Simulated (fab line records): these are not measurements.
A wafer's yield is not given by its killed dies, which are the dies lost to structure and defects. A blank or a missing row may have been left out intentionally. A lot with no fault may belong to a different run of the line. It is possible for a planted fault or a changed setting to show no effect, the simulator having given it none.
Matching of chambers -- flow nand_harc -- 4 sister chambers for NHARC_A_BONDPAD_CMP_29 on cmp-01
The step polishes SiCN, target thk 200 nm. 14 wafers are shown with their chamber, then 7 later ones without.

WAFERS, EACH WITH ITS CHAMBER
wafer,chamber,motor_current_A (A),slurry_flow_ml_min
L133.2,3,13.9,149.7
L133.4,2,12.0,149.1
L133.6,1,13.8,150.2
L135.1,2,11.9,149.4
L135.4,0,12.8,149.9
L135.6,3,14.2,150.0
L136.3,3,14.7,149.7
L136.5,2,11.8,150.1
L136.6,1,14.2,150.4
L140.1,3,14.8,149.9
L140.4,1,14.6,150.3
L140.5,0,12.4,149.3
L141.3,0,12.1,149.7
L141.4,1,15.4,150.6

SIGNATURES (averages over the wafers above)
reading,chamber 0,chamber 1,chamber 2,chamber 3,scatter within a chamber
motor_current_A,12.433,14.500,11.900,14.400,0.47
slurry_flow_ml_min,149.633,150.375,149.533,149.825,0.295
Rule: a wafer lies at a distance from a chamber equal to the root of the sum of squares, over the readings, of (its reading less the chamber's mean, divided by the reading's scatter). If the next closest chamber is less than 2 further off than the closest, the wafer can't be placed; otherwise it belongs to the closest. The scatter is the square root of a quotient: the sum, over the shown wafers, of each reading's squared deviation from its chamber's mean, divided by wafers minus chambers.

WAFERS WHOSE CHAMBER IS MISSING
wafer,motor_current_A (A),slurry_flow_ml_min
L141.5,12.6,150.4
L139.1,12.4,150.0
L139.2,12.6,149.7
L139.3,14.1,151.1
L146.1,15.5,149.6
L146.4,11.8,150.5
L146.6,12.7,150.9

WHICH CHAMBER EACH WENT THROUGH
wafer,from the rows above,in truth
L141.5,can't be placed: 0 or 2 or 1 or 3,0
L139.1,can't be placed: 0 or 2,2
L139.2,can't be placed: 0 or 2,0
L139.3,can't be placed: 1 or 3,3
L146.1,can't be placed: 3 or 1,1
L146.4,can't be placed: 0 or 2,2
L146.6,can't be placed: 1 or 0 or 2 or 3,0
Placed correctly: 0 of 7. These rows do not allow placing 7 (true chamber among the candidates in 7). Placed wrongly: 0.
